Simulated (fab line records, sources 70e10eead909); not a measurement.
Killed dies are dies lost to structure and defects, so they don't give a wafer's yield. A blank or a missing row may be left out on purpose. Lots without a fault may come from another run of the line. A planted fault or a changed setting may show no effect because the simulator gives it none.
Which tool did it? | flow nand_harc | 24 lots, 72 wafers sampled, at 4 steps of a route of 1159

WHAT THE GAUGES READ, wafer by wafer
NHARC_A_CONTACT_INSPECT_71.
lot  | measured     | on                | raw_defect_count
L075 | day 17 02:44 | defect_inspect-02 | 41 25 42
L077 | day 17 03:17 | defect_inspect-01 | 4 7 12
L076 | day 17 06:28 | defect_inspect-01 | 12 8 7
L074 | day 17 12:01 | defect_inspect-01 | 4 6 3
L078 | day 17 14:14 | defect_inspect-02 | 32 39 33
L079 | day 17 20:27 | defect_inspect-02 | 8 8 11
L081 | day 18 01:40 | defect_inspect-01 | 28 30 33
L080 | day 18 05:13 | defect_inspect-02 | 21 12 19
L083 | day 19 03:05 | defect_inspect-01 | 37 36 45
L082 | day 19 07:49 | defect_inspect-02 | 37 38 52
L085 | day 19 12:28 | defect_inspect-02 | 18 13 12
L084 | day 19 15:29 | defect_inspect-02 | 15 14 15
L087 | day 19 23:21 | defect_inspect-01 | 45 47 56
L086 | day 19 21:52 | defect_inspect-02 | 25 31 39
L088 | day 20 06:02 | defect_inspect-02 | 13 15 21
L089 | day 20 21:27 | defect_inspect-01 | 39 41 35
L090 | day 20 22:02 | defect_inspect-02 | 28 39 32
L091 | day 21 03:14 | defect_inspect-01 | 19 44 34
L092 | day 21 02:37 | defect_inspect-01 | 18 15 21
L093 | day 21 10:10 | defect_inspect-02 | 47 45 49
L096 | day 21 23:32 | defect_inspect-02 | 44 49 57
L095 | day 22 04:10 | defect_inspect-01 | 31 27 37
L094 | day 22 04:31 | defect_inspect-02 | 37 41 40
L097 | day 22 13:34 | defect_inspect-02 | 28 35 31

WHICH TOOL RAN EACH LOT (tool, then ch and the chambers of the sampled wafers, then the start)
lot  | NHARC_A_CONTACT_ETCH_112             | NHARC_A_CONTACT_ETCH_116             | NHARC_A_CONTACT_ETCH_120
L075 | har_cap_etch-03 ch 0,1, day 16 21:25 | har_cap_etch-03 ch 0,1, day 16 21:46 | har_cap_etch-03 ch 0,1, day 16 22:08
L077 | har_cap_etch-02 ch 0,1, day 16 21:40 | har_cap_etch-02 ch 0,1, day 16 22:02 | har_cap_etch-02 ch 0,1, day 16 22:23
L076 | har_cap_etch-02 ch 0,1, day 17 01:10 | har_cap_etch-02 ch 0,1, day 17 01:32 | har_cap_etch-02 ch 0,1, day 17 01:54
L074 | har_cap_etch-02 ch 0,1, day 17 06:35 | har_cap_etch-02 ch 0,1, day 17 06:57 | har_cap_etch-02 ch 0,1, day 17 07:19
L078 | har_cap_etch-01 ch 0,1, day 17 08:04 | har_cap_etch-01 ch 0,1, day 17 08:25 | har_cap_etch-01 ch 0,1, day 17 08:47
L079 | har_cap_etch-01 ch 0,1, day 17 14:37 | har_cap_etch-01 ch 0,1, day 17 14:58 | har_cap_etch-01 ch 0,1, day 17 15:20
L081 | har_cap_etch-03 ch 0,1, day 17 19:40 | har_cap_etch-03 ch 0,1, day 17 20:02 | har_cap_etch-03 ch 0,1, day 17 20:24
L080 | har_cap_etch-02 ch 0,1, day 17 23:38 | har_cap_etch-02 ch 0,1, day 18 00:00 | har_cap_etch-02 ch 0,1, day 18 00:22
L083 | har_cap_etch-02 ch 0,1, day 18 20:37 | har_cap_etch-02 ch 0,1, day 18 20:59 | har_cap_etch-02 ch 0,1, day 18 21:20
L082 | har_cap_etch-01 ch 0,1, day 18 21:59 | har_cap_etch-01 ch 0,1, day 18 22:38 | har_cap_etch-01 ch 0,1, day 18 23:16
L085 | har_cap_etch-03 ch 0,1, day 19 02:23 | har_cap_etch-03 ch 0,1, day 19 02:44 | har_cap_etch-03 ch 0,1, day 19 03:07
L084 | har_cap_etch-01 ch 0,1, day 19 06:57 | har_cap_etch-01 ch 0,1, day 19 07:35 | har_cap_etch-01 ch 0,1, day 19 08:14
L087 | har_cap_etch-01 ch 0,1, day 19 15:35 | har_cap_etch-01 ch 0,1, day 19 15:56 | har_cap_etch-01 ch 0,1, day 19 16:18
L086 | har_cap_etch-02 ch 0,1, day 19 16:21 | har_cap_etch-02 ch 0,1, day 19 16:43 | har_cap_etch-02 ch 0,1, day 19 17:05
L088 | har_cap_etch-01 ch 0,1, day 19 23:46 | har_cap_etch-01 ch 0,1, day 20 00:08 | har_cap_etch-01 ch 0,1, day 20 00:29
L089 | har_cap_etch-02 ch 0,1, day 20 14:16 | har_cap_etch-02 ch 0,1, day 20 14:37 | har_cap_etch-02 ch 0,1, day 20 14:59
L090 | har_cap_etch-03 ch 0,1, day 20 14:37 | har_cap_etch-03 ch 0,1, day 20 14:58 | har_cap_etch-03 ch 0,1, day 20 15:20
L091 | har_cap_etch-02 ch 0,1, day 20 20:37 | har_cap_etch-02 ch 0,1, day 20 20:59 | har_cap_etch-02 ch 0,1, day 20 21:20
L092 | har_cap_etch-01 ch 0,1, day 20 21:04 | har_cap_etch-01 ch 0,1, day 20 21:25 | har_cap_etch-01 ch 0,1, day 20 21:47
L093 | har_cap_etch-01 ch 0,1, day 21 02:41 | har_cap_etch-01 ch 0,1, day 21 03:04 | har_cap_etch-01 ch 0,1, day 21 03:25
L096 | har_cap_etch-01 ch 0,1, day 21 18:01 | har_cap_etch-01 ch 0,1, day 21 18:23 | har_cap_etch-01 ch 0,1, day 21 18:45
L095 | har_cap_etch-03 ch 0,1, day 21 22:24 | har_cap_etch-03 ch 0,1, day 21 22:46 | har_cap_etch-03 ch 0,1, day 21 23:08
L094 | har_cap_etch-01 ch 0,1, day 21 22:35 | har_cap_etch-01 ch 0,1, day 21 22:56 | har_cap_etch-01 ch 0,1, day 21 23:18
L097 | har_cap_etch-03 ch 0,1, day 22 07:59 | har_cap_etch-03 ch 0,1, day 22 08:21 | har_cap_etch-03 ch 0,1, day 22 08:43
- NHARC_A_CONTACT_ETCH_112: etches the open film in C4F8/O2/Ar, time 94 s, target depth 922 nm.
- NHARC_A_CONTACT_ETCH_116: etches the open film in C4F8/O2/Ar, time 94 s, target depth 922 nm.
- NHARC_A_CONTACT_ETCH_120: etches the open film in C4F8/O2/Ar, time 94 s, target depth 922 nm.

WHAT THE TOOLS THEMSELVES READ (means of the sampled wafers that have a number; where no wafer has one, the mark that the record gives instead)
The record holds no such reading with a usual standard deviation.

THE ANSWER, worked out from the rows above alone
Rule: what is usual is taken from the lots themselves. Put in order of their means at a reading, lots are off if they are a third of the lots or fewer, leave a main group of 4 or more, and stand apart from it by a gap of 3 or more times the standard deviation of the main group's means; of several such gaps the widest counts. A main group whose means are all the same, to the digits that the tables above print for the reading, isn't used. A lot without any number at a reading at which 4 lots or more have one is off too. The other lots that the step has rows for count as sound. The gauges are gone through in route order, then the tools' own readings, and for those a lot's mean is taken as printed above. The first step at which some lot is off is used, and at that step the reading that is off furthest; a lot without a number counts as furthest.
No lot is off at any reading shown: from this, nothing can be told.

WHAT THE SIMULATOR HAD PUT IN
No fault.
